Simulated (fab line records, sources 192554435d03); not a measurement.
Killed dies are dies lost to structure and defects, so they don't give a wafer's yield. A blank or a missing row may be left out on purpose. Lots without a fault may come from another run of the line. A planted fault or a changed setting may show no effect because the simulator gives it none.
Chamber matching | flow n5_finfet | N5_BEOL_M8_ILD_DEP_00 on pecvd-02: 3 sister chambers
The step deposits SiCOH lowk from DEMS/porogen, target thk 179.75 nm, time 33.4 s. 3 wafers are shown with their chamber, then 11 later ones without.

WAFERS WITH THEIR CHAMBER
wafer  | chamber | throttle_valve_pct (%)
L085.6 | 0       | 14.9
L093.4 | 1       | 14.6
L092.1 | 2       | 13.4

WAFERS WITHOUT THEIR CHAMBER
wafer  | throttle_valve_pct (%)
L092.2 | 14.3
L092.3 | 14.9
L094.3 | 14.2
L094.5 | 14.4
L094.6 | 15.0
L097.1 | 13.2
L097.3 | 14.9
L097.6 | 13.5
L096.1 | 13.1
L096.4 | 14.3
L096.5 | 13.3

WHICH CHAMBER EACH WENT THROUGH
wafer  | from the rows above          | in truth
L092.2 | can't be placed: 1 or 0      | 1
L092.3 | can't be placed: 0 or 1      | 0
L094.3 | can't be placed: 1 or 0 or 2 | 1
L094.5 | can't be placed: 1 or 0      | 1
L094.6 | can't be placed: 0 or 1      | 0
L097.1 | 2                            | 2
L097.3 | can't be placed: 0 or 1      | 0
L097.6 | 2                            | 2
L096.1 | 2                            | 2
L096.4 | can't be placed: 1 or 0      | 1
L096.5 | 2                            | 2
Placed correctly: 4 of 11. Can't be placed from these rows: 7 (the true chamber is among the candidates in 7). Placed wrongly: 0.
How it was worked out, from the rows above alone: a wafer's distance from a chamber is the root of the sum, over the readings, of the square of ((its reading less the chamber's mean) divided by the reading's scatter). The wafer belongs to the nearest chamber; if the next one is less than 2 further off, it can't be placed. A chamber's mean is the mean of its shown wafers. The scatter: with one shown wafer a chamber, the root of the mean of the squares of how far each hidden wafer lies from its nearest shown one.
